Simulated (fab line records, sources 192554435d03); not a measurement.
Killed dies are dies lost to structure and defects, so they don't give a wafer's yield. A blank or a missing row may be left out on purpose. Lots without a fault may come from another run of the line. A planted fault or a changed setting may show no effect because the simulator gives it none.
fab line records | flow n5_finfet
record lots=10 wafers=29 last_day=17
route steps=1938 shown BEOL_M2@859 BEOL_M4@1111 PASSIVATION@1936
lots that met no fault: from a run of the same line without faults
start_h: hours from the record's first day to the start of the lot's first wafer shown | wait_h: hours since the lot's step before | " the same as in the row above | L1.1+2: a row that stands for several wafers | - no value, or no start given | * or withheld: withheld | < > ~ a bound
route shown NAME@n: a module of which the file shows steps, and the number in the route of the first | usual: mean/standard deviation of fault-free wafers | same: alike in all rows | chamber/n: place in a boat | sites: the reading at each site | _std_site: their standard deviation | _edge_site: outer sites' mean less inner sites' | radius_mm: how far each site lies from the wafer's centre | mask NAME#n: copy n | behind: the tool/chamber that last shaped the wafer | hold: why the lot was held/for how many hours/how that ended | device: the transistor (n, p or np) that didn't switch | end of line: the same wafers' tests at the end of the route | a step without rows: its recipe alone | killed: dies lost to structure and defects at the first sort, not the wafer's yield | map: a wafer's dies, x killed, . not, _ none there
set.NAME: the setting as run; set.NAME@STEP: as run at that earlier step | model.NAME: the simulator's own value behind a step, which no gauge read
steps of the route over a sample of lots; a table a step, a row a wafer
services: from which hour (start_h, from the record's first day; less than 0 if before it) a tool's chamber was out of use, for how many hours, and why
## steps
# step N5_BEOL_M2_ETCH_63
# recipe chemistry=CF4 target=SiARC target_depth_a=156 mask_material=CAR-EUV time_s=26 ion_energy_ev=80 pressure_mtorr=40 source_w=545 bias_w=36 Ar_flow_sccm=100 cf4_flow_sccm=100 ends=cleared
# usual drypump_motor_current_A=5.7/0.5 etch_rf_on_time_s=25.9/0.45 oes_product_au=0.70/0.064 rf_vpp_V=184.2/1.2 showerhead_plenum_p_Torr=2.15/0.079 throttle_valve_pct=15.59/0.18
# columns lot.wafer tool chamber start_h wait_h drypump_motor_current_A etch_rf_on_time_s oes_product_au rf_hours_counter_h rf_vpp_V showerhead_plenum_p_Torr throttle_valve_pct
L705.2 rie_diel-01 3 146.12 0.0 5.7 26.4 0.74 25 182.6 2.09 15.50
L705.3 " 2 " " 6.3 25.6 0.61 246 183.2 2.11 15.85
L705.4 " 0 " " 6.1 25.0 0.62 214 183.0 2.05 15.90
L709.2 rie_diel-06 2 164.44 0.0 5.4 25.4 0.78 29 184.7 2.26 15.55
L709.3 " 3 " " 5.2 25.4 0.75 47 184.7 2.25 15.46
L709.5 " 3 " " 5.1 25.1 0.76 - 184.8 2.25 15.46
L710.1 rie_diel-06 0 169.93 0.0 5.3 25.7 0.77 17 186.3 2.27 15.45
L710.5 " 0 " " 5.3 25.5 0.78 - 185.1 2.27 15.46
L710.6 " 1 " " 6.7 26.0 0.68 - 183.0 2.06 15.64
L714.1 rie_diel-02 2 196.84 0.0 5.8 25.6 0.70 88 184.7 2.24 15.41
L714.2 " 1 " " 5.6 25.4 0.72 70 184.5 2.17 15.38
L714.4 " 0 " " 5.8 25.8 0.73 48 185.0 2.18 15.31
L717.3 rie_diel-02 0 213.46 0.0 5.8 25.7 0.72 55 184.7 2.18 15.34
L717.4 " 2 " " 5.7 25.7 0.68 94 184.7 2.24 15.43
L717.6 " 0 " " 5.8 25.8 0.72 - 185.8 2.18 15.33
L718.3 rie_diel-02 0 218.69 0.0 5.8 25.5 0.72 57 184.7 2.18 15.32
L718.5 " 3 " " 4.7 25.9 0.69 - 183.7 2.07 15.73
L718.6 " 2 " " 5.7 25.5 0.69 - 185.5 2.24 15.41
L719.4 rie_diel-06 0 226.02 0.0 5.3 25.8 0.74 35 184.8 2.26 15.48
L719.5 " 0 " " 5.3 26.0 0.74 - 185.5 2.26 15.49
L719.6 " 1 " " 6.7 26.2 0.67 - 184.1 2.06 15.68
L725.1 rie_diel-02 0 255.25 0.0 5.8 25.8 0.70 72 185.0 2.17 15.35
L725.5 " 1 " " 5.6 25.6 0.68 - 183.5 2.17 15.41
L726.1 rie_diel-06 0 266.66 0.0 5.3 25.9 0.73 48 186.2 2.26 15.52
L726.2 " 2 " " 5.5 25.5 0.72 65 185.2 2.25 15.61
L726.6 " 3 " " 5.1 25.4 0.71 - 186.5 2.24 15.53
L727.1 rie_diel-01 3 273.40 0.0 5.7 25.7 0.69 78 181.6 2.07 15.62
L727.3 " 0 " " 6.1 24.2 0.86 1 186.6 2.29 15.47
L727.5 " 3 " " 5.7 26.0 0.69 - 183.5 2.07 15.62
# step N5_BEOL_M2_ETCH_70
# recipe chemistry=N2/H2 target=SOC target_depth_a=800 overetch_a=240 mask_material=SiARC temp_c=40 time_s=130 ion_energy_ev=200 pressure_mtorr=30 source_w=840 bias_w=150 n2_flow_sccm=200 h2_flow_sccm=200
# usual drypump_motor_current_A=5.7/0.5 oes_product_au=0.60/0.052 rf_vpp_V=523.9/3 showerhead_plenum_p_Torr=2.55/0.1 throttle_valve_pct=17.75/0.18
# same time_s=130
# columns lot.wafer tool chamber start_h wait_h drypump_motor_current_A oes_product_au rf_hours_counter_h rf_vpp_V showerhead_plenum_p_Torr throttle_valve_pct
L705.2 rie_diel-01 3 147.62 0.0 5.8 0.64 25 521.3 2.48 17.69
L705.3 " 2 " " 6.4 0.52 247 523.3 2.49 17.86
L705.4 " 1 " " 5.3 0.52 203 523.3 2.53 17.96
L709.2 rie_diel-02 1 168.91 0.0 5.6 0.62 60 524.5 2.58 17.46
L709.3 " 3 " " 4.8 0.61 70 522.6 2.46 17.76
L709.5 " 3 " " 4.7 0.61 - 519.9 2.46 17.76
L710.1 rie_diel-06 3 173.25 0.0 5.2 0.63 50 526.2 2.67 17.56
L710.5 " 1 " " 6.7 0.60 - 521.2 2.46 17.96
L710.6 " 0 " " 5.3 0.66 - 528.8 2.71 17.72
L714.1 rie_diel-01 2 198.69 0.0 6.4 0.69 7 522.7 2.49 17.50
L714.2 " 1 " " 5.3 0.51 227 522.5 2.52 18.02
L714.4 " 3 " " 5.8 0.63 49 523.0 2.47 17.72
L717.3 rie_diel-01 2 217.61 0.0 6.4 0.67 13 521.1 2.49 17.49
L717.4 " 0 " " 6.1 0.52 244 520.6 2.40 18.07
L717.6 " 2 " " 6.4 0.67 - 523.0 2.49 17.51
L718.3 rie_diel-02 3 221.55 0.0 4.7 0.60 89 522.2 2.45 17.77
L718.5 " 2 " " 5.8 0.59 - 528.2 2.69 17.76
L718.6 " 1 " " 5.6 0.59 - 525.1 2.57 17.50
L719.4 rie_diel-02 2 232.91 0.0 5.8 0.58 100 527.4 2.68 17.77
L719.5 " 3 " " 4.7 0.59 - 521.8 2.45 17.78
L719.6 " 2 " " 5.8 0.58 - 528.4 2.68 17.75
L725.1 rie_diel-02 0 264.89 0.0 5.8 0.60 74 526.4 2.59 17.59
L725.5 " 3 " " 4.7 0.58 - 520.8 2.45 17.82
L726.1 rie_diel-01 3 268.73 0.0 5.7 0.60 75 521.5 2.46 17.77
L726.2 " 2 " " 6.4 0.63 33 523.6 2.48 17.54
L726.6 " 1 " " 5.3 0.50 - 521.9 2.51 18.05
L727.1 rie_diel-01 0 279.93 0.0 6.1 0.69 4 528.1 2.72 17.63
L727.3 " 2 " " 6.4 0.63 39 521.2 2.47 17.55
L727.5 " 3 " " 5.7 0.59 - 521.6 2.46 17.79
# step N5_BEOL_M2_STRIP_36
# recipe chemistry=N2/H2 power_w=450 temp_c=40 pressure_mtorr=20 rf_frequency_hz=6e+07 overash_fraction=0.3 bias_power_w=7 h2_frac=0.5 n2_flow_sccm=200 h2_flow_sccm=200
# usual bias_power_w=7.002/0.021 chamber_pressure_mTorr=20.001/0.03 drypump_motor_current_A=5.7/0.5 oes_product_au=0.81/0.074 rf_vpp_V=59.0/1.4 showerhead_plenum_p_Torr=2.54/0.1 throttle_valve_pct=23.53/0.21
# columns lot.wafer tool chamber start_h wait_h bias_power_w chamber_pressure_mTorr drypump_motor_current_A oes_product_au rf_hours_counter_h rf_vpp_V showerhead_plenum_p_Torr throttle_valve_pct
L705.2 rie_diel-01 3 147.78 0.0 6.979 20.005 5.7 0.86 25 57.0 2.48 23.45
L705.3 " 2 " " 6.996 20.049 6.4 0.70 247 59.1 2.49 23.43
L705.4 " 1 " " 6.965 19.987 5.3 0.72 203 61.5 2.53 23.77
L709.2 rie_diel-02 1 169.07 0.0 7.013 20.009 5.6 0.84 60 57.6 2.58 23.24
L709.3 " 3 " " 6.991 19.954 4.8 0.84 70 59.1 2.46 23.40
L709.5 " 3 " " 6.992 20.022 4.7 0.85 - 61.8 2.46 23.43
L710.1 rie_diel-06 3 173.41 0.0 7.029 19.991 5.2 0.87 50 60.4 2.66 23.32
L710.5 " 1 " " 7.002 19.975 6.7 0.79 - 59.0 2.46 23.83
L710.6 " 0 " " 7.001 20.022 5.3 0.89 - 59.2 2.71 23.60
L714.1 rie_diel-01 2 198.85 0.0 7.014 19.998 6.4 0.93 7 59.6 2.48 23.23
L714.2 " 1 " " 6.953 20.017 5.3 0.68 227 58.6 2.51 23.80
L714.4 " 3 " " 7.022 19.991 5.7 0.83 49 58.4 2.47 23.47
L717.3 rie_diel-01 2 217.78 0.0 - - - - - - - -
L717.4 " 0 " " - - - - - - - -
L717.6 " 2 " " - - - - - - - -
L718.3 rie_diel-02 3 221.71 0.0 - - - - - - - -
L718.5 " 2 " " - - - - - - - -
L718.6 " 1 " " - - - - - - - -
L719.4 rie_diel-02 2 233.07 0.0 - - - - - - - -
L719.5 " 3 " " - - - - - - - -
L719.6 " 2 " " - - - - - - - -
L725.1 rie_diel-02 0 265.06 0.0 7.000 19.965 5.8 0.81 74 59.1 2.59 23.43
L725.5 " 3 " " 6.992 20.060 4.7 0.81 - 56.7 2.44 23.47
L726.1 rie_diel-01 3 268.89 0.0 7.028 19.981 5.7 0.80 75 62.4 2.46 23.48
L726.2 " 2 " " 7.031 19.972 6.3 0.88 33 59.0 2.47 23.26
L726.6 " 1 " " 7.001 20.042 5.3 0.67 - 58.2 2.50 23.83
L727.1 rie_diel-01 0 280.09 0.0 7.010 20.001 6.1 0.95 4 61.2 2.71 23.50
L727.3 " 2 " " 6.970 19.973 6.4 0.87 39 59.1 2.47 23.25
L727.5 " 3 " " 6.987 20.031 5.7 0.77 - 57.4 2.45 23.48
# step N5_BEOL_M4_RC_MEAS_101
# usual DIBL_N=36.1/1.5 DIBL_P=36.1/1.9 IOFF_N=0.159/0.029 IOFF_P=0.21/0.038 ION_N=675/11 ION_P=464/8.1 SS_N=71.5/0.57 SS_P=73.3/0.64 VT_N=249/3.1 VT_P=-250/3.8
# columns lot.wafer tool chamber start_h wait_h DIBL_N[mV/V] DIBL_P[mV/V] IOFF_N[nA/um] IOFF_P[nA/um] ION_N[uA/um] ION_P[uA/um] SS_N[mV/dec] SS_P[mV/dec] VT_N[mV] VT_P[mV]
L705.2 prober-01 0 174.34 0.2 36.9 35.9 0.156 0.20 667 456 71.5 72.8 250 -250
L705.3 " 0 " " 36.2 35.2 0.148 0.19 675 457 71.4 73.0 251 -252
L705.4 " 0 " " 36.3 34.8 0.152 0.18 658 453 71.5 72.6 253 -252
L709.2 prober-01 0 194.65 0.2 34.6 34.2 0.129 0.18 665 463 71.2 72.7 252 -254
L709.3 " 0 " " 37.2 38.0 0.189 0.25 684 471 72.2 74.2 248 -248
L709.5 " 0 " " 35.8 36.5 0.154 0.22 676 469 71.4 73.1 248 -250
L710.1 prober-02 0 199.70 0.0 38.1 37.4 0.169 0.23 670 461 72.0 73.6 250 -250
L710.5 " 0 " " 36.5 35.2 0.151 0.20 679 469 71.3 73.0 249 -250
L710.6 " 0 " " 37.6 35.9 0.170 0.20 669 458 71.9 73.2 247 -251
L714.1 prober-01 0 221.25 0.0 38.4 39.8 0.223 0.27 690 473 71.5 73.7 245 -246
L714.2 " 0 " " 35.0 35.6 0.157 0.22 676 471 71.9 73.3 247 -249
L714.4 " 0 " " 34.1 34.0 0.149 0.19 677 467 71.1 72.8 247 -251
L725.1 prober-02 0 300.63 0.0 35.6 36.6 0.159 0.20 674 456 71.3 72.6 247 -252
L725.5 " 0 " " 34.5 34.6 0.131 0.17 664 456 71.1 73.1 252 -255
L726.1 prober-02 0 306.03 0.0 37.1 37.1 0.173 0.30 677 479 71.4 73.3 246 -241
L726.2 " 0 " " 37.5 37.7 0.192 0.32 689 481 72.1 73.7 247 -242
L726.6 " 0 " " 37.6 37.6 0.198 0.31 686 473 72.0 74.3 245 -244
L727.1 prober-01 0 321.45 0.0 36.2 36.8 0.181 0.23 684 469 71.1 73.3 247 -247
L727.3 " 0 " " 36.6 36.4 0.180 0.23 680 468 70.9 72.5 246 -248
L727.5 " 0 " " 34.8 36.0 0.168 0.23 686 473 71.5 73.6 244 -247
# step N5_PASSIVATION_PROBE_49
# usual defect_limited_yield=91.5/1.6 killed_at_M0_to_M3=33/10 killed_at_M4_up=13/5.6 killed_at_contacts=13/6 killed_at_front_end=39/12 killed_at_other=3.0/2.8 killed_dies=101/19 killed_on_rim=13/4 killed_open=65/13 killed_short=32/8.3 sort_bin_5_function=5.0/1 sort_bin_6_memory=3.1/0.69 sort_n_pass=1079/19 sort_yield_pct=91.5/1.6
# same gross_dies=1180 killed_at_back_side=0 sort_bin_4_leakage[%]=0 sort_bin_8_speed[%]=0
# columns lot.wafer tool chamber start_h wait_h defect_limited_yield[%] killed_at_M0_to_M3 killed_at_M4_up killed_at_contacts killed_at_front_end killed_at_other killed_dies killed_on_rim killed_open killed_short sort_bin_5_function[%] sort_bin_6_memory[%] sort_n_pass sort_yield_pct[%]
L709.2 prober-01 - 308.35 0.1 94.2 25 9 8 27 0 69 10 50 16 3.1 2.8 1111 94.2
L709.3 prober-01 - 308.40 0.1 90.3 42 10 16 44 3 115 13 81 32 5.3 3.9 1065 90.3
L709.5 prober-01 - 308.50 0.2 91.7 41 16 10 29 2 98 15 55 41 5.1 3.1 1082 91.7
L710.1 prober-01 - 311.45 0.0 91.5 22 11 9 55 3 100 11 55 42 4.8 3.1 1080 91.5
L710.5 prober-01 - 311.65 0.2 90.7 30 6 14 45 15 110 10 75 32 5.8 3.1 1070 90.7
L710.6 prober-01 - 311.70 0.3 92.4 16 4 14 55 1 90 19 55 32 4.2 2.9 1090 92.4
L714.1 prober-01 - 327.19 0.0 89.1 37 21 14 54 3 129 17 88 34 6.9 3.6 1051 89.1
L714.2 prober-01 - 327.24 0.1 91.5 22 13 14 49 2 100 10 63 35 4.7 3.3 1080 91.5
L714.4 prober-01 - 327.34 0.2 90.3 37 17 11 48 1 114 12 79 34 6.2 3.2 1066 90.3
L717.3 prober-02 - 353.86 0.1 0 1121 9 3 47 0 1180 152 51 24 97.7 2.2 0 0
L717.4 prober-02 - 353.91 0.2 0 1105 2 18 52 3 1180 152 71 33 96.4 3.3 0 0
L717.6 prober-02 - 354.01 0.3 0 1131 5 7 35 2 1180 152 42 38 96.9 2.6 0 0
L718.3 prober-01 - 355.55 0.1 0 1109 16 18 37 0 1180 152 70 28 96.7 3.1 0 0
L718.5 prober-01 - 355.65 0.2 0 1126 14 12 28 0 1180 152 52 34 96.4 3.2 0 0
L718.6 prober-01 - 355.70 0.3 0 1122 10 16 30 2 1180 152 58 26 97.8 1.9 0 0
L719.4 prober-02 - 360.16 0.2 0 1120 12 16 25 7 1180 152 56 29 96.7 3.0 0 0
L719.5 prober-02 - 360.21 0.2 0 1110 7 10 49 4 1180 152 61 43 95.8 3.7 0 0
L719.6 prober-02 - 360.26 0.3 0 1119 9 9 37 6 1180 152 71 32 96.5 3.1 0 0
# killed by level:class
L709.2 FIN_SAQP:geometric_particle:open=11 MOL_CONTACT_COAG:geometric_particle:open=8 BEOL_M2:geometric_particle:open=8 FIN_SAQP:geometric_particle:short=6 BEOL_M0_SAQP:geometric_particle:open=6 STI_FIN_REVEAL:geometric_particle:open=5 BEOL_M4:geometric_particle:open=4 BEOL_M2:geometric_particle:short=3
L709.3 MOL_CONTACT_COAG:geometric_particle:open=13 FIN_SAQP:geometric_particle:open=12 BEOL_M2:geometric_particle:open=8 BEOL_M1:geometric_particle:open=8 BEOL_M0_SAQP:geometric_particle:short=6 BEOL_M3:geometric_particle:open=6 FIN_SAQP:geometric_particle:short=5 STI_FIN_REVEAL:geometric_particle:open=5
L709.5 FIN_SAQP:geometric_particle:short=11 FIN_SAQP:geometric_particle:open=7 BEOL_M0_SAQP:geometric_particle:short=7 BEOL_M2:geometric_particle:open=7 MOL_CONTACT_COAG:geometric_particle:open=6 BEOL_M0_SAQP:geometric_particle:open=6 BEOL_M0:geometric_particle:open=6 BEOL_M1:geometric_particle:open=5
L710.1 FIN_SAQP:geometric_particle:open=11 GATE_CUT:geometric_particle:short=9 FIN_SAQP:geometric_particle:short=8 STI_FIN_REVEAL:geometric_particle:open=7 GATE_CUT:geometric_particle:open=6 MOL_CONTACT_COAG:geometric_particle:open=6 BEOL_M0_SAQP:geometric_particle:short=4 BEOL_M0_SAQP:geometric_particle:open=4
L710.5 FIN_SAQP:geometric_particle:open=14 MOL_CONTACT_COAG:geometric_particle:open=12 FIN_SAQP:geometric_particle:short=10 PASS1_CAP:geometric_particle:open=10 BEOL_M3:geometric_particle:open=8 BEOL_M1:geometric_particle:open=6 BEOL_M2:geometric_particle:open=6 GATE_CUT:geometric_particle:short=5
L710.6 GATE_CUT:geometric_particle:short=14 FIN_SAQP:geometric_particle:open=12 MOL_CONTACT_COAG:geometric_particle:open=11 STI_FIN_REVEAL:geometric_particle:open=8 BEOL_M1:geometric_particle:open=5 FIN_SAQP:geometric_particle:short=4 DUMMY_GATE:geometric_particle:open=4 STI_FIN_REVEAL:geometric_particle:short=3
L714.1 STI_FIN_REVEAL:geometric_particle:open=17 MOL_CONTACT_COAG:geometric_particle:open=11 FIN_SAQP:geometric_particle:open=10 FIN_SAQP:geometric_particle:short=9 BEOL_M0_SAQP:geometric_particle:short=8 BEOL_M3:geometric_particle:open=8 BEOL_M0_SAQP:geometric_particle:open=6 BEOL_M2:geometric_particle:open=5
L714.2 STI_FIN_REVEAL:geometric_particle:open=16 MOL_CONTACT_COAG:geometric_particle:open=11 FIN_SAQP:geometric_particle:short=6 STI_FIN_REVEAL:geometric_particle:short=5 BEOL_M0_SAQP:geometric_particle:short=5 BEOL_M3:geometric_particle:open=5 BEOL_M7:geometric_particle:open=5 DUMMY_GATE:geometric_particle:open=4
L714.4 STI_FIN_REVEAL:geometric_particle:open=10 MOL_CONTACT_COAG:geometric_particle:open=10 BEOL_M0_SAQP:geometric_particle:open=10 FIN_SAQP:geometric_particle:open=9 BEOL_M4:geometric_particle:open=9 FIN_SAQP:geometric_particle:short=8 BEOL_M0_SAQP:geometric_particle:short=7 BEOL_M1:geometric_particle:open=6
L717.3 BEOL_M2:area_etch=1105 FIN_SAQP:geometric_particle:open=10 FIN_SAQP:geometric_particle:short=8 STI_FIN_REVEAL:geometric_particle:open=7 BEOL_M4:geometric_particle:open=7 GATE_CUT:geometric_particle:short=6 BEOL_M1:geometric_particle:open=5 BEOL_M2:geometric_particle:open=5
L717.4 BEOL_M2:area_etch=1074 FIN_SAQP:geometric_particle:open=19 MOL_CONTACT_COAG:geometric_particle:open=16 FIN_SAQP:geometric_particle:short=10 BEOL_M0_SAQP:geometric_particle:open=7 BEOL_M3:geometric_particle:open=6 DUMMY_GATE:geometric_particle:open=5 BEOL_M3:geometric_particle:short=5
L717.6 BEOL_M2:area_etch=1099 FIN_SAQP:geometric_particle:short=8 MOL_CONTACT_COAG:geometric_particle:open=6 BEOL_M2:geometric_particle:open=6 BEOL_M3:geometric_particle:open=6 STARTING-WAFER:geometric_particle:short=6 GATE_CUT:geometric_particle:short=5 BEOL_M0_SAQP:geometric_particle:short=5
L718.3 BEOL_M2:area_etch=1082 FIN_SAQP:geometric_particle:open=17 MOL_CONTACT_COAG:geometric_particle:open=11 BEOL_M0_SAQP:geometric_particle:short=8 BEOL_M3:geometric_particle:open=8 MOL_CONTACT_COAG:geometric_particle:short=7 STI_FIN_REVEAL:geometric_particle:open=5 BEOL_M0_SAQP:geometric_particle:open=5
L718.5 BEOL_M2:area_etch=1093 BEOL_M3:geometric_particle:open=12 MOL_CONTACT_COAG:geometric_particle:open=9 BEOL_M0_SAQP:geometric_particle:short=8 BEOL_M4:geometric_particle:open=6 FIN_SAQP:geometric_particle:open=4 FIN_SAQP:geometric_particle:short=4 BEOL_M1:geometric_particle:open=4
L718.6 BEOL_M2:area_etch=1094 MOL_CONTACT_COAG:geometric_particle:open=13 BEOL_M0_SAQP:geometric_particle:open=7 DUMMY_GATE:geometric_particle:open=6 BEOL_M0_SAQP:geometric_particle:short=6 FIN_SAQP:geometric_particle:short=4 FIN_SAQP:geometric_particle:open=4 BEOL_M1:geometric_particle:open=4
L719.4 BEOL_M2:area_etch=1095 MOL_CONTACT_COAG:geometric_particle:open=14 BEOL_M0_SAQP:geometric_particle:open=7 BEOL_M0_SAQP:geometric_particle:short=6 BEOL_M1:geometric_particle:open=5 DUMMY_GATE:geometric_particle:open=4 BEOL_M3:geometric_particle:open=4 FIN_SAQP:geometric_particle:short=3
L719.5 BEOL_M2:area_etch=1076 DUMMY_GATE:geometric_particle:open=12 BEOL_M0_SAQP:geometric_particle:short=10 BEOL_M2:geometric_particle:open=7 DUMMY_GATE:geometric_particle:short=6 MOL_CONTACT_COAG:geometric_particle:open=6 ILD0:geometric_particle:short=5 BEOL_M0_SAQP:geometric_particle:open=5
L719.6 BEOL_M2:area_etch=1076 BEOL_M0_SAQP:geometric_particle:open=11 BEOL_M3:geometric_particle:open=11 BEOL_M0_SAQP:geometric_particle:short=9 MOL_CONTACT_COAG:geometric_particle:open=7 BEOL_M2:geometric_particle:open=6 STI_FIN_REVEAL:geometric_particle:open=5 DUMMY_GATE:geometric_particle:open=5
## services
# columns tool chamber start_h hours kind
rie_diel-02 0 145.20 4.2 repair
rie_diel-01 2 155.86 - clean
rie_diel-01 2 155.86 - consumable_replace:focus_ring
rie_diel-01 2 155.86 24.8 scheduled_down
rie_diel-01 2 155.86 24.8 vent_cycle
rie_diel-06 3 219.51 1.4 repair
rie_diel-01 0 239.19 - clean
rie_diel-01 0 239.19 - consumable_replace:focus_ring
rie_diel-01 0 239.19 - consumable_replace:showerhead
rie_diel-01 0 239.19 32.1 scheduled_down
rie_diel-01 0 239.19 32.1 vent_cycle
rie_diel-02 1 259.35 18.6 repair
rie_diel-01 1 271.35 - clean
rie_diel-01 1 271.35 - consumable_replace:focus_ring
rie_diel-01 1 271.35 14.4 scheduled_down
rie_diel-01 1 271.35 14.4 vent_cycle
## key
first_sign step=N5_BEOL_M2_STRIP_36 reading=tool_record direction=missing
effect step=N5_PASSIVATION_PROBE_49 reading=killed_at_M0_to_M3 direction=up sigmas=99+ usual=33 struck=1118
more_kills_born_at N5_BEOL_M2_ETCH_41@rie_diel-02=6516 N5_BEOL_M2_ETCH_41@rie_diel-01=3278
met_at N5_BEOL_M2_STRIP_36
struck_lots L717,L718,L719
later_rows_left_out L717.3,L717.4,L717.6,L718.3,L718.5,L718.6,L719.4,L719.5,L719.6
not_acting_at N5_BEOL_M2_ETCH_63,N5_BEOL_M2_ETCH_70
onset_between 198.85 217.78
fault kind=skipped_step_whole tool=rie_diel-01,rie_diel-02 chamber=- onset_h=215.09 steps=N5_BEOL_M2_STRIP_36 scope=struck_lots_only
# later_rows_left_out: the simulator's readings of these wafers behind a module that went badly wrong aren't trusted and aren't shown, but for the sort
